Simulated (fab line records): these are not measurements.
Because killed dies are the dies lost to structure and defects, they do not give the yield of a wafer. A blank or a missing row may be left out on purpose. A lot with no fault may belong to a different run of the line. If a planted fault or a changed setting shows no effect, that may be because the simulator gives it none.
fab line records	flow nand_harc
[record] lots = 6	wafers = 18	last_day = 32
route steps=1302 shown A_SGD_CUT@911 A_SLIT@922 END@1302
lots that met no fault: taken from a fault-free run of the same line
start_h: hours from the record's first day to the start of the lot's first wafer shown	wait_h: hours since the lot's step before	" identical to the entry in the row above	L1.1+2: a single row standing in for several wafers	- no value, or no start was given	* or withheld: withheld	< > ~ a bound
route shown NAME@n: a module of which the file shows steps, and the number in the route of the first	usual: mean/standard deviation of fault-free wafers	same: alike in all rows	chamber/n: place in a boat	sites: the reading at each site	_std_site: how widely they spread, as a standard deviation	_edge_site: outer sites' mean less inner sites'	radius_mm: how far each site lies from the wafer's centre	mask NAME#n: copy n	behind: tool/chamber where the wafer was last shaped	hold: why the lot was held/for how many hours/how that ended	device: whichever transistor did not switch (one of n, p or np)	end of line: the route-end tests of the same wafers	a step with no rows: only its recipe	killed: at the first sort, the dies lost to defects and structure; wafer yield is something else	map: shows each die of a wafer: x if killed, . if not, _ if none is there
set.NAME: the setting as run; set.NAME@STEP: as run at that earlier step	model.NAME: the simulator's own value behind a step, which no gauge read
lots at some steps of the route; a table a step, a row a wafer
services: when a tool's chamber went out of use (start_h, in hours from the record's first day, below 0 if earlier), for how many hours, and the reason
[[steps]]
[step NHARC_A_SGD_CUT_PRECLEAN_18]
[recipe] time_s = *	temp_c = 50	bath_age_min = 0	chemistry = SC1
[step NHARC_A_SGD_CUT_SRD_19]
[step NHARC_A_SGD_CUT_DEP_20]
[recipe] target_thk_a = 1500	temp_c = 65	material = SiO2
[step NHARC_A_SGD_CUT_ANNEAL_27]
[recipe] temp_c = 450	time_s = 1800
[step NHARC_A_SGD_CUT_CMP_21]
[recipe] target_thk_nm = 148.19
[step NHARC_A_SGD_CUT_THK_MEAS_22]
[recipe] thk_meas_gauge = ellipsometry
[usual] thk_nm = 148.2/1.3
lot.wafer	tool	chamber	start_h	wait_h	thk_nm
L294.3	film_metro-01	-	437.50	0.2	145.1
L294.5	"	-	"	"	147.5
L294.6	"	-	"	"	149.1
L305.1	film_metro-02	-	554.16	0.2	147.3
L305.4	"	-	"	"	148.0
L305.5	"	-	"	"	148.0
L306.2	film_metro-02	-	568.72	0.2	147.8
L306.5	"	-	"	"	148.1
L306.6	"	-	"	"	147.7
L309.3	film_metro-01	-	568.73	0.2	149.3
L309.5	"	-	"	"	150.6
L309.6	"	-	"	"	148.7
L311.1	film_metro-01	-	604.18	0.2	148.0
L311.4	"	-	"	"	147.1
L311.5	"	-	"	"	146.6
L315.1	film_metro-02	-	651.61	0.2	148.2
L315.3	"	-	"	"	148.2
L315.6	"	-	"	"	149.2
[step NHARC_A_SGD_CUT_SRD_23]
[step NHARC_A_SGD_CUT_ETCH_26]
[recipe] target_depth_a = 458	chemistry = dHF	material = SiO2
[step NHARC_A_SGD_CUT_ETCHBACK_24]
[recipe] target_depth_a = 500	over_etch_frac = 0.3	time_s = 92.857	ion_energy_ev = 120	ch3f_flow_sccm = 50	o2_flow_sccm = 30	ar_flow_sccm = 200	rf_w = 500	bias_w = 100	chemistry = CH3F/O2
[usual] bias_w = 100.0/0.33	drypump_motor_current_A = 5.7/0.46	oes_product_au = 0.97/0.035	rf_vpp_V = 244.4/1.7	showerhead_plenum_p_Torr = 2.47/0.11	throttle_valve_pct = 20.663/0.0092
lot.wafer	tool	chamber	start_h	wait_h	bias_w	drypump_motor_current_A	oes_product_au	rf_hours_counter_h	rf_vpp_V	showerhead_plenum_p_Torr	throttle_valve_pct
L294.3	rie_diel-02	2	437.72	0.2	100.0	5.2	0.99	4	246.0	2.63	20.669
L294.6	"	2	"	"	99.7	5.3	0.99	-	246.5	2.63	20.659
L294.5	"	3	"	"	100.0	5.8	0.99	-	242.4	2.31	20.675
L305.1	rie_diel-02	0	554.40	0.2	99.9	5.9	0.98	14	245.0	2.43	20.685
L305.4	"	2	"	"	100.0	5.2	0.97	13	246.7	2.63	20.670
L305.5	"	0	"	"	100.3	5.9	0.98	-	244.1	2.43	20.649
L306.2	rie_diel-11	1	568.97	0.2	100.0	6.7	0.96	9	243.2	2.42	20.665
L306.6	"	3	"	"	99.7	5.4	0.99	-	246.1	2.58	20.650
L306.5	"	0	"	"	99.8	5.4	0.98	-	242.5	2.30	20.659
L309.3	rie_diel-02	2	568.99	0.2	100.1	5.2	0.98	15	247.0	2.62	20.676
L309.6	"	3	"	"	100.2	5.8	0.99	-	241.6	2.30	20.658
L309.5	"	2	"	"	100.4	5.2	0.99	-	247.5	2.62	20.668
L311.4	rie_diel-09	0	604.41	0.2	100.2	5.5	0.91	5	243.5	2.34	20.668
L311.1	"	2	"	"	100.2	5.3	0.94	3	245.5	2.58	20.669
L311.5	"	3	"	"	100.1	4.9	0.92	-	244.8	2.55	20.673
L315.3	rie_diel-11	2	651.85	0.2	100.2	5.9	0.99	3	245.0	2.52	20.661
L315.1	"	0	"	"	100.1	5.4	0.98	1	243.2	2.30	20.664
L315.6	"	1	"	"	99.9	6.7	0.98	-	244.4	2.42	20.661
[step NHARC_A_SGD_CUT_STRIP_28]
[recipe] time_s = 20	o2_flow_sccm = 500	ar_flow_sccm = 0	bias_w = 0	chemistry = O2
[usual] drypump_motor_current_A = 5.8/0.47	oes_product_au = 0.998/0.013	rf_vpp_V = 57.8/0.93	showerhead_plenum_p_Torr = 3.55/0.15	throttle_valve_pct = 17.037/0.0085
[same] bias_w = 0
lot.wafer	tool	chamber	start_h	wait_h	drypump_motor_current_A	oes_product_au	rf_hours_counter_h	rf_vpp_V	showerhead_plenum_p_Torr	throttle_valve_pct
L294.3	rie_diel-02	3	-	-	5.8	1.010	4	57.6	3.32	17.042
L294.6	"	1	"	"	6.2	1.024	-	59.1	3.72	17.036
L294.5	"	2	"	"	5.2	0.998	-	58.7	3.76	17.045
L305.1	rie_diel-02	3	-	-	5.8	1.006	14	57.0	3.31	17.040
L305.4	"	1	"	"	6.2	1.032	13	58.3	3.71	17.042
L305.5	"	3	"	"	5.8	1.008	-	56.9	3.31	17.016
L306.2	rie_diel-11	1	-	-	6.7	0.966	9	56.4	3.48	17.025
L306.6	"	2	"	"	5.9	0.997	-	59.0	3.61	17.031
L306.5	"	3	"	"	5.4	0.994	-	58.8	3.70	17.038
L309.3	rie_diel-02	1	569.13	0.1	6.2	1.016	15	58.0	3.71	17.038
L309.5	"	2	"	"	5.2	0.980	-	58.2	3.76	17.025
L309.6	"	1	"	"	6.2	1.008	-	58.5	3.71	17.048
L311.1	rie_diel-09	1	-	-	5.7	1.001	4	57.0	3.47	17.037
L311.4	"	2	"	"	5.3	1.020	3	59.4	3.70	17.039
L311.5	"	1	"	"	5.7	1.004	-	57.7	3.47	17.036
L315.1	rie_diel-11	1	-	-	6.7	0.975	3	58.0	3.48	17.043
L315.3	"	0	"	"	5.4	0.991	2	58.5	3.31	17.035
L315.6	"	2	"	"	6.0	1.001	-	57.8	3.61	17.044
[step NHARC_A_SGD_CUT_INSPECT_25]
[usual] raw_defect_count = 393/100
lot.wafer	tool	chamber	start_h	wait_h	raw_defect_count
L294.3	defect_inspect-01	-	437.97	-	432
L294.5	"	-	"	"	719
L294.6	"	-	"	"	481
L305.1	defect_inspect-01	-	554.63	-	370
L305.4	"	-	"	"	414
L305.5	"	-	"	"	694
L306.2	defect_inspect-02	-	569.18	-	479
L306.5	"	-	"	"	340
L306.6	"	-	"	"	356
L309.3	defect_inspect-02	-	569.23	-	717
L309.5	"	-	"	"	559
L309.6	"	-	"	"	535
L311.1	defect_inspect-02	-	604.65	-	463
L311.4	"	-	"	"	287
L311.5	"	-	"	"	463
L315.1	defect_inspect-01	-	652.08	-	366
L315.3	"	-	"	"	425
L315.6	"	-	"	"	401
[step NHARC_A_SLIT_DEP_25]
[recipe] target_thk_a = 2000	temp_c = 400	pressure_torr = 6.5	rf_w = 900	teos_flow_sccm = 161.4	flow_sccm = 2650	target_thk_nm = 200	gas = O2	material = SiO2
[usual] chamber_pressure_Torr = 6.499/0.015	flow_sccm = 2651/7.5	heater_power_w = 550/84	mfc_precursor_sccm = 161.4/0.41	throttle_valve_pct = 15.8/0.44
lot.wafer	tool	chamber	start_h	wait_h	chamber_pressure_Torr	flow_sccm	heater_power_w	mfc_precursor_sccm	since_wet_clean_h	throttle_valve_pct
L294.3	pecvd-01	1	438.04	0.1	6.500	2652	521	161.0	114	16.5
L294.6	"	1	"	"	6.503	2653	543	160.7	-	16.3
L294.5	"	0	"	"	6.523	2651	542	161.9	-	15.0
L305.1	pecvd-02	1	554.77	0.1	6.515	2656	390	161.1	133	15.8
L305.4	"	2	"	"	6.503	2657	499	160.6	-	15.9
L305.5	"	0	"	"	6.506	2656	552	161.4	-	16.2
L306.2	pecvd-02	1	569.33	0.1	6.507	2661	484	161.6	148	15.8
L306.6	"	2	"	"	6.495	2646	638	161.0	-	16.0
L306.5	"	0	"	"	6.496	2655	634	162.0	-	16.0
L309.3	pecvd-03	2	569.41	0.2	6.494	2656	626	161.4	-	16.2
L309.5	"	2	"	"	6.525	2656	626	161.5	-	16.1
L309.6	"	0	"	"	6.484	2662	418	161.4	-	16.3
L311.1	pecvd-03	0	604.80	0.1	6.503	2652	496	161.6	44	16.3
L311.4	"	1	"	"	6.527	2642	663	161.6	-	15.4
L311.5	"	2	"	"	6.510	2656	635	161.3	-	15.9
L315.3	pecvd-03	1	652.15	0.1	6.487	2654	603	161.1	92	15.5
L315.1	"	2	"	"	6.518	2650	597	160.9	92	16.2
L315.6	"	0	"	"	6.499	2648	430	161.9	-	16.4
[step NHARC_A_SLIT_DEP_00]
[recipe] target_thk_a = 62000	temp_c = 400	material = aC
[usual] susceptor_temp_C = 400.03/0.21	throttle_valve_pct = 34.999/0.01
lot.wafer	tool	chamber	start_h	wait_h	susceptor_temp_C	throttle_valve_pct
L294.3	acl_dep-01	0	441.39	-	-	34.993
L294.5	"	0	442.62	-	-	34.994
L294.6	"	0	"	"	-	35.014
L305.1	acl_dep-03	-	557.34	-	-	-
L305.4	"	-	559.24	-	-	-
L305.5	"	-	"	"	-	-
L306.2	acl_dep-02	-	570.22	-	-	-
L306.5	"	-	572.12	-	-	-
L306.6	"	-	"	"	-	-
L309.3	acl_dep-01	0	572.08	2.6	399.79	34.993
L309.5	"	0	573.33	3.7	400.05	34.988
L309.6	"	0	"	"	399.94	35.000
L311.1	acl_dep-03	0	607.79	-	400.11	35.002
L311.4	"	0	609.68	-	400.04	35.005
L311.5	"	0	"	"	400.15	35.005
L315.1	acl_dep-01	0	653.20	-	399.94	34.974
L315.3	"	0	654.45	-	400.12	34.991
L315.6	"	0	656.33	-	400.14	34.995
[step NHARC_A_SLIT_DEP_23]
[recipe] target_thk_a = 1000	target_thk_nm = 100	temp_c = 400	pressure_torr = 3.5	flow_sccm = 200	rf_w = 350	material = SiON
[step NHARC_A_SLIT_DEHYDRATE_01]
[recipe] temp_c = 150	time_s = 120
[step NHARC_A_SLIT_HMDS_02]
[recipe] time_s = 30
[step NHARC_A_SLIT_COAT_03]
[recipe] spin_rpm = 1500	resist_thk_nm = 90
[step NHARC_A_SLIT_SOFTBAKE_04]
[recipe] temp_c = 105	time_s = 55
[step NHARC_A_SLIT_EBR_05]
[step NHARC_A_SLIT_EXPOSE_06]
[recipe] na = 1.35	dose_mj = 60.82	mask_id = SLIT
[step NHARC_A_SLIT_PEB_07]
[recipe] peb_temp_c = 100	peb_time_s = 65
[step NHARC_A_SLIT_DEVELOP_08]
[recipe] develop_time_s = 35	dev_temp_c = 23
[step NHARC_A_SLIT_CD_MEAS_09]
[recipe] target_cd_nm = 300	landing_energy_ev = 500
[usual] cd_nm = 300.0/0.56
[same] landing_energy_ev = 500
lot.wafer	tool	chamber	start_h	wait_h	cd_nm
L294.3	cd_sem-01	0	444.55	-	300.0
L294.5	"	0	"	"	300.9
L294.6	"	0	"	"	299.7
L305.1	cd_sem-02	0	561.85	-	299.9
L305.4	"	0	"	"	300.3
L305.5	"	0	"	"	299.2
L306.2	cd_sem-02	0	574.24	-	300.2
L306.5	"	0	"	"	300.8
L306.6	"	0	"	"	299.8
L309.3	cd_sem-01	0	575.20	-	299.2
L309.5	"	0	"	"	299.3
L309.6	"	0	"	"	300.1
L311.1	cd_sem-03	0	612.14	-	300.1
L311.4	"	0	"	"	300.6
L311.5	"	0	"	"	300.4
L315.1	cd_sem-02	0	657.66	-	299.8
L315.3	"	0	"	"	300.3
L315.6	"	0	"	"	300.2
[step NHARC_A_SLIT_OVL_MEAS_10]
[usual] overlay_x_nm = 0.0/0.85	overlay_y_nm = 0.0/0.82
lot.wafer	tool	chamber	start_h	wait_h	overlay_x_nm	overlay_y_nm
L294.3	overlay-01	-	444.64	-	0.2	1.0
L294.5	"	-	"	"	0.8	0.4
L294.6	"	-	"	"	1.0	0.6
L305.1	overlay-02	-	561.93	-	-1.9	-0.4
L305.4	"	-	"	"	-1.7	-1.0
L305.5	"	-	"	"	-2.0	-0.8
L306.2	overlay-02	-	574.33	-	0.0	1.2
L306.5	"	-	"	"	0.2	0.8
L306.6	"	-	"	"	0.0	0.6
L309.3	overlay-02	-	575.28	-	-0.9	-2.0
L309.5	"	-	"	"	-0.6	-1.9
L309.6	"	-	"	"	-0.3	-1.9
L311.1	overlay-02	-	612.23	-	0.3	0.1
L311.4	"	-	"	"	0.9	-0.1
L311.5	"	-	"	"	0.8	-0.1
L315.1	overlay-02	-	657.75	-	-0.8	0.8
L315.3	"	-	"	"	-0.2	0.7
L315.6	"	-	"	"	-0.7	1.0
[step NHARC_A_SLIT_INSPECT_11]
[usual] raw_defect_count = 53/24
lot.wafer	tool	chamber	start_h	wait_h	raw_defect_count
L294.3	defect_inspect-01	-	444.68	0.0	102
L294.5	"	-	"	"	104
L294.6	"	-	"	"	99
L305.1	defect_inspect-02	-	561.97	0.0	70
L305.4	"	-	"	"	55
L305.5	"	-	"	"	75
L306.2	defect_inspect-02	-	574.37	0.0	30
L306.5	"	-	"	"	29
L306.6	"	-	"	"	24
L309.3	defect_inspect-01	-	575.32	0.0	69
L309.5	"	-	"	"	63
L309.6	"	-	"	"	72
L311.1	defect_inspect-02	-	612.27	0.0	60
L311.4	"	-	"	"	61
L311.5	"	-	"	"	55
L315.1	defect_inspect-01	-	657.78	0.0	34
L315.3	"	-	"	"	27
L315.6	"	-	"	"	25
[step NHARC_A_SLIT_DESCUM_14]
[recipe] time_s = 3	o2_flow_sccm = 200	ar_flow_sccm = 0	bias_power_w = 0	chemistry = O2
[step NHARC_A_SLIT_ETCH_24]
[recipe] target_depth_a = 1210	time_s = 60.5	cf4_flow_sccm = 100	chf3_flow_sccm = 30	ar_flow_sccm = 0	rf_w = 500	bias_w = 200	chemistry = CF4/CHF3
[step NHARC_A_SLIT_ETCH_15]
[recipe] target_depth_a = 62000	over_etch_frac = 0.3	time_s = 1612	ion_energy_ev = 150	o2_flow_sccm = 400	cos_flow_sccm = 20	ar_flow_sccm = 0	rf_w = 500	bias_w = 300	chemistry = O2/COS
[step NHARC_A_SLIT_ETCH_17]
[recipe] bias_v = 900	source_w = withheld	pressure_mtorr = 20	ar_flow_sccm = 375	c4f8_flow_sccm = 83.3	o2_flow_sccm = 41.7	time_s = 4254.5	target_depth_a = 2.03e+05	chemistry = C4F8/O2/Ar
[step NHARC_A_SLIT_ETCH_26]
[recipe] bias_v = 400	source_w = 2000	pressure_mtorr = 25	time_s = 90	ar_flow_sccm = 375	c4f8_flow_sccm = 41.7	o2_flow_sccm = 83.3	target_depth_a = 4000	chemistry = C4F8/O2/Ar
[usual] drypump_motor_current_A = 5.83/0.15	he_backside_leak_sccm = 6.0/0.39	showerhead_plenum_p_Torr = 3.75/0.19	throttle_valve_pct = 27.620/0.0097
lot.wafer	tool	chamber	start_h	wait_h	drypump_motor_current_A	he_backside_leak_sccm	rf_hours_counter_h	showerhead_plenum_p_Torr	throttle_valve_pct
L294.3	har_etch-02	1	449.67	1.9	5.69	5.8	-	3.94	27.616
L294.5	"	1	"	"	5.68	5.4	-	3.94	27.628
L294.6	"	0	"	"	5.94	5.5	-	3.96	27.621
L305.1	har_etch-01	1	566.94	3.0	5.77	6.2	317	3.46	27.615
L305.4	"	1	"	"	5.77	6.4	-	3.46	27.621
L305.5	"	1	"	"	5.73	6.6	-	3.46	27.623
L306.2	har_etch-01	1	579.34	3.1	5.73	6.2	328	3.45	27.627
L306.5	"	1	"	"	5.72	6.4	-	3.45	27.636
L306.6	"	0	"	"	5.99	6.1	-	3.64	27.620
L309.3	har_etch-02	0	583.03	1.9	5.93	5.5	-	3.92	27.624
L309.5	"	0	"	"	5.93	5.5	-	3.92	27.631
L309.6	"	1	"	"	5.67	5.9	-	3.90	27.620
L311.1	har_etch-02	0	617.32	2.5	5.95	5.3	126	3.91	27.630
L311.4	"	1	"	"	5.64	6.2	-	3.89	27.616
L311.5	"	1	"	"	5.64	6.1	-	3.89	27.620
L315.1	har_etch-01	0	664.58	3.0	6.01	6.6	378	3.61	27.618
L315.3	"	0	"	"	6.00	6.4	-	3.61	27.628
L315.6	"	1	"	"	5.75	6.7	-	3.42	27.599
[step NHARC_A_SLIT_STRIP_28]
[recipe] o2_flow_sccm = 400	cos_flow_sccm = 20	ar_flow_sccm = 0	bias_w = 0	chemistry = O2/COS
[step NHARC_A_SLIT_ETCH_29]
[recipe] target_depth_a = 1000	overetch_a = 100	time_s = 55	ion_energy_ev = 100	cf4_flow_sccm = 80	o2_flow_sccm = 20	ar_flow_sccm = 0	rf_w = 300	bias_w = 100	chemistry = CF4/O2
[usual] bias_w = 100.02/0.27	drypump_motor_current_A = 5.6/0.52	oes_product_au = 1.001/0.0098	rf_vpp_V = 198.7/1.3	showerhead_plenum_p_Torr = 1.37/0.055	throttle_valve_pct = 13.397/0.0085
lot.wafer	tool	chamber	start_h	wait_h	bias_w	drypump_motor_current_A	oes_product_au	rf_hours_counter_h	rf_vpp_V	showerhead_plenum_p_Torr	throttle_valve_pct
L294.3	rie_diel-10	1	450.50	0.1	100.14	5.5	1.013	2	195.9	1.26	13.403
L294.6	"	3	"	"	99.88	5.2	0.988	-	200.1	1.43	13.398
L294.5	"	0	"	"	100.18	6.7	1.001	-	196.8	1.32	13.408
L305.1	rie_diel-08	3	567.82	0.1	100.24	5.3	0.988	1	197.9	1.35	13.407
L305.4	"	1	"	"	100.26	6.2	0.997	1	198.6	1.35	13.397
L305.5	"	3	"	"	100.43	5.3	0.989	-	199.2	1.35	13.388
L306.2	rie_diel-05	2	580.24	0.1	99.76	5.7	1.009	8	199.0	1.43	13.402
L306.5	"	3	"	"	100.29	6.2	0.994	-	197.3	1.41	13.395
L306.6	"	0	"	"	99.78	5.9	1.013	-	198.1	1.34	13.389
L309.3	rie_diel-10	3	583.85	0.1	99.88	5.2	0.988	11	200.5	1.43	13.396
L309.5	"	3	"	"	99.95	5.2	0.988	-	196.9	1.42	13.380
L309.6	"	0	"	"	99.67	6.7	1.009	-	198.0	1.32	13.395
L311.4	rie_diel-10	1	618.18	0.1	99.96	5.4	0.989	0	195.6	1.26	13.397
L311.1	"	0	"	"	100.04	6.6	0.998	0	196.6	1.32	13.394
L311.5	"	2	"	"	99.95	5.0	0.997	-	200.1	1.42	13.403
L315.1	rie_diel-05	2	665.48	0.1	99.89	5.7	0.999	4	199.4	1.43	13.390
L315.3	"	3	"	"	100.30	6.2	1.004	5	198.4	1.41	13.399
L315.6	"	2	"	"	99.86	5.7	1.003	-	199.8	1.43	13.395
[step NHARC_A_SLIT_STRIP_18]
[recipe] o2_flow_sccm = 500	ar_flow_sccm = 0	bias_w = 0	chemistry = O2
[step NHARC_A_SLIT_PRECLEAN_19]
[recipe] time_s = *	temp_c = 50	bath_age_min = 0	chemistry = SC1
[step NHARC_A_SLIT_SRD_20]
[step NHARC_A_SLIT_CD_MEAS_21]
[usual] cd_nm = 289.6/0.76
lot.wafer	tool	chamber	start_h	wait_h	cd_nm
L294.3	cd_sem-01	-	451.03	-	289.3
L294.5	"	-	"	"	289.2
L294.6	"	-	"	"	290.5
L305.1	cd_sem-01	-	568.36	-	-
L305.4	"	-	"	"	-
L305.5	"	-	"	"	-
L306.2	cd_sem-02	-	580.77	-	-
L306.5	"	-	"	"	-
L306.6	"	-	"	"	-
L309.3	cd_sem-02	-	584.39	-	289.5
L309.5	"	-	"	"	290.0
L309.6	"	-	"	"	288.8
L311.1	cd_sem-01	-	618.71	-	290.3
L311.4	"	-	"	"	289.5
L311.5	"	-	"	"	290.6
L315.1	cd_sem-03	-	666.00	-	290.0
L315.3	"	-	"	"	289.3
L315.6	"	-	"	"	289.4
[step NHARC_END_SORT_01]
[recipe] temp_c = 25
[usual] killed_at_array = 55/15	killed_at_other = 1.0/1.2	killed_at_periphery = 3.4/2.2	killed_dies = 59/15	killed_open = 3.2/2	killed_short = 2.5/1.7
[same] gross_dies = 677
lot.wafer	tool	chamber	start_h	wait_h	killed_at_array	killed_at_other	killed_at_periphery	killed_dies	killed_open	killed_short
L305.1	prober-02	0	677.60	2.5	677	0	0	677	1	0
L305.4	prober-02	0	679.97	3.4	676	0	1	677	1	2
L305.5	prober-02	0	680.76	3.7	676	0	1	677	1	0
L306.2	prober-01	0	697.02	2.8	677	0	0	677	1	0
L306.5	prober-01	0	699.42	3.7	676	0	1	677	0	0
L306.6	prober-01	0	700.22	4.0	677	0	0	677	0	0
L309.3	prober-02	0	698.01	3.1	45	0	3	48	7	3
L309.6	prober-02	0	700.45	4.1	54	0	1	55	5	1
L311.1	prober-01	0	719.10	2.5	32	1	5	38	1	5
L311.4	prober-01	0	721.54	3.4	26	0	5	31	0	1
L311.5	prober-01	0	722.35	3.7	25	0	8	33	3	6
// killed by level:class
L305.1 A_SLIT:lost_pattern=668 A_SLIT:chamber_film_flake=5 A_CHANNEL_HOLE_D1:chamber_film_flake=2 A_STAIRCASE:chamber_film_flake=1 A_ONON_D1:geometric_particle:open=1
L305.4 A_SLIT:lost_pattern=660 A_SLIT:chamber_film_flake=9 A_CHANNEL_HOLE_D1:chamber_film_flake=2 P_GATE:geometric_particle:open=1 A_CHANNEL_FILL_D1:geometric_particle:short=1 A_CHANNEL_HOLE_D2:geometric_particle:short=1 A_CHANNEL_HOLE_D2:chamber_film_flake=1 A_STAIRCASE:chamber_film_flake=1
L305.5 A_SLIT:lost_pattern=665 A_SLIT:chamber_film_flake=5 A_ZERO_WELL:chamber_film_flake=2 A_CHANNEL_HOLE_D1:chamber_film_flake=2 A_STAIRCASE:chamber_film_flake=2 P_M2:geometric_particle:open=1
L306.2 A_SLIT:lost_pattern=671 A_SLIT:chamber_film_flake=4 A_SGD_CUT:geometric_particle:open=1 A_ZERO_WELL:chamber_film_flake=1
L309.3 A_CHANNEL_HOLE_D1:chamber_film_flake=31 A_ONON_D1:geometric_particle:open=3 P_GATE:chamber_film_flake=2 A_CHANNEL_HOLE_D2:chamber_film_flake=2 A_STAIRCASE:chamber_film_flake=2 P_M0:geometric_particle:short=1 A_SOURCE_PLATE:geometric_particle:open=1 A_DECK1_JOINT:geometric_particle:open=1
L306.5 A_SLIT:lost_pattern=667 A_SLIT:chamber_film_flake=7 P_GATE:chamber_film_flake=1 A_CHANNEL_FILL_D2:chamber_film_flake=1 A_CONTACT:chamber_film_flake=1
L306.6 A_SLIT:lost_pattern=669 A_SLIT:chamber_film_flake=6 A_CHANNEL_FILL_D2:chamber_film_flake=1 A_CONTACT:chamber_film_flake=1
L309.6 A_CHANNEL_HOLE_D1:chamber_film_flake=36 A_STAIRCASE:chamber_film_flake=3 A_WL_FILL:geometric_particle:open=2 A_ZERO_WELL:chamber_film_flake=2 A_CHANNEL_FILL_D2:chamber_film_flake=2 A_CONTACT:chamber_film_flake=2 A_M1:chamber_film_flake=2 P_M1:geometric_particle:open=1
L311.1 A_CHANNEL_HOLE_D1:chamber_film_flake=18 P_CONTACT:chamber_film_flake=3 A_WL_FILL:geometric_particle:short=2 A_WL_FILL:chamber_film_flake=2 A_CONTACT:chamber_film_flake=2 A_ONON_D1:geometric_particle:short=1 A_DECK1_JOINT:geometric_particle:short=1 A_SGD_CUT:geometric_particle:short=1
L311.4 A_CHANNEL_HOLE_D1:chamber_film_flake=18 P_CONTACT:chamber_film_flake=5 A_SLIT:chamber_film_flake=3 A_ONON_D1:geometric_particle:short=1 A_CHANNEL_FILL_D1:chamber_film_flake=1 A_STAIRCASE:chamber_film_flake=1 A_WL_FILL:chamber_film_flake=1 A_CONTACT:chamber_film_flake=1
L311.5 A_CHANNEL_HOLE_D1:chamber_film_flake=13 P_CONTACT:chamber_film_flake=6 A_ONON_D1:geometric_particle:short=2 A_SLIT:chamber_film_flake=2 P_M0:geometric_particle:short=1 A_CHANNEL_FILL_D1:geometric_particle:open=1 A_CHANNEL_FILL_D1:geometric_particle:short=1 A_CHANNEL_FILL_D2:geometric_particle:open=1
// map L305.1 (x killed, . not)
____________x____________
_________xxxxxxx_________
_______xxxxxxxxxxx_______
______xxxxxxxxxxxxx______
_____xxxxxxxxxxxxxxx_____
____xxxxxxxxxxxxxxxxx____
____xxxxxxxxxxxxxxxxx____
___xxxxxxxxxxxxxxxxxxx___
___xxxxxxxxxxxxxxxxxxx___
__xxxxxxxxxxxxxxxxxxxxx__
__xxxxxxxxxxxxxxxxxxxxx__
_xxxxxxxxxxxxxxxxxxxxxxx_
_xxxxxxxxxxxxxxxxxxxxxxx_
_xxxxxxxxxxxxxxxxxxxxxxx_
_xxxxxxxxxxxxxxxxxxxxxxx_
_xxxxxxxxxxxxxxxxxxxxxxx_
xxxxxxxxxxxxxxxxxxxxxxxxx
xxxxxxxxxxxxxxxxxxxxxxxxx
xxxxxxxxxxxxxxxxxxxxxxxxx
xxxxxxxxxxxxxxxxxxxxxxxxx
xxxxxxxxxxxxxxxxxxxxxxxxx
_xxxxxxxxxxxxxxxxxxxxxxx_
_xxxxxxxxxxxxxxxxxxxxxxx_
_xxxxxxxxxxxxxxxxxxxxxxx_
_xxxxxxxxxxxxxxxxxxxxxxx_
_xxxxxxxxxxxxxxxxxxxxxxx_
__xxxxxxxxxxxxxxxxxxxxx__
__xxxxxxxxxxxxxxxxxxxxx__
___xxxxxxxxxxxxxxxxxxx___
___xxxxxxxxxxxxxxxxxxx___
____xxxxxxxxxxxxxxxxx____
____xxxxxxxxxxxxxxxxx____
_____xxxxxxxxxxxxxxx_____
______xxxxxxxxxxxxx______
_______xxxxxxxxxxx_______
_________xxxxxxx_________
____________x____________
// map L306.2 (x killed, . not)
____________x____________
_________xxxxxxx_________
_______xxxxxxxxxxx_______
______xxxxxxxxxxxxx______
_____xxxxxxxxxxxxxxx_____
____xxxxxxxxxxxxxxxxx____
____xxxxxxxxxxxxxxxxx____
___xxxxxxxxxxxxxxxxxxx___
___xxxxxxxxxxxxxxxxxxx___
__xxxxxxxxxxxxxxxxxxxxx__
__xxxxxxxxxxxxxxxxxxxxx__
_xxxxxxxxxxxxxxxxxxxxxxx_
_xxxxxxxxxxxxxxxxxxxxxxx_
_xxxxxxxxxxxxxxxxxxxxxxx_
_xxxxxxxxxxxxxxxxxxxxxxx_
_xxxxxxxxxxxxxxxxxxxxxxx_
xxxxxxxxxxxxxxxxxxxxxxxxx
xxxxxxxxxxxxxxxxxxxxxxxxx
xxxxxxxxxxxxxxxxxxxxxxxxx
xxxxxxxxxxxxxxxxxxxxxxxxx
xxxxxxxxxxxxxxxxxxxxxxxxx
_xxxxxxxxxxxxxxxxxxxxxxx_
_xxxxxxxxxxxxxxxxxxxxxxx_
_xxxxxxxxxxxxxxxxxxxxxxx_
_xxxxxxxxxxxxxxxxxxxxxxx_
_xxxxxxxxxxxxxxxxxxxxxxx_
__xxxxxxxxxxxxxxxxxxxxx__
__xxxxxxxxxxxxxxxxxxxxx__
___xxxxxxxxxxxxxxxxxxx___
___xxxxxxxxxxxxxxxxxxx___
____xxxxxxxxxxxxxxxxx____
____xxxxxxxxxxxxxxxxx____
_____xxxxxxxxxxxxxxx_____
______xxxxxxxxxxxxx______
_______xxxxxxxxxxx_______
_________xxxxxxx_________
____________x____________
[[services]]
tool	chamber	start_h	hours	kind
rie_diel-10	-	419.50	9.0	pm
rie_diel-11	0	422.54	20.2	repair
pecvd-03	0	430.60	7.0	repair
rie_diel-11	-	432.50	9.0	pm
rie_diel-10	-	436.69	0.7	repair
rie_diel-05	3	469.33	1.5	repair
rie_diel-05	1	472.53	2.1	repair
acl_dep-03	-	481.53	13.0	pm
pecvd-02	0	485.00	10.6	repair
rie_diel-09	-	487.98	0.5	repair
rie_diel-09	-	497.10	9.0	pm
rie_diel-05	0	524.29	4.2	repair
rie_diel-09	-	525.22	0.2	repair
pecvd-03	-	547.39	13.0	pm
acl_dep-01	-	553.32	13.0	pm
pecvd-03	1	561.33	11.7	repair
rie_diel-02	0	568.53	3.7	repair
rie_diel-02	-	570.70	9.0	pm
rie_diel-10	-	596.50	9.0	pm
rie_diel-11	-	609.50	9.0	pm
rie_diel-11	0	629.64	7.3	repair
rie_diel-11	3	634.94	4.3	repair
rie_diel-02	1	638.88	25.5	repair
rie_diel-02	-	653.56	0.1	repair
[[key]]
[first_sign] step = NHARC_A_SLIT_DEP_00	reading = tool_record	direction = missing
[effect] step = NHARC_A_SLIT_CD_MEAS_21	reading = cd_nm	direction = missing
[effect] step = NHARC_END_SORT_01	reading = killed_dies	direction = up	sigmas = 42	usual = 59	struck = 677
met_at NHARC_A_SLIT_DEP_00
struck_wafers L305.1,L305.4,L305.5,L306.2,L306.5,L306.6
later_rows_left_out L305.1,L305.4,L305.5,L306.2,L306.5,L306.6
tester_left_out L305,L306
[fault] kind = skipped_step_whole	tool = acl_dep-02,acl_dep-03	chamber = -	onset_h = 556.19	steps = NHARC_A_SLIT_DEP_00	scope = struck_lots_only
// tester_left_out: of these lots the tester's yield and bins aren't shown, on N5 and GAA mostly nor the transistor test; their killed dies are dies lost to structure and defects alone, not to doping, threshold or leakage, so they don't give the yield
// later_rows_left_out: the simulator's readings of these wafers behind a module that went badly wrong aren't trusted and aren't shown, but for the sort
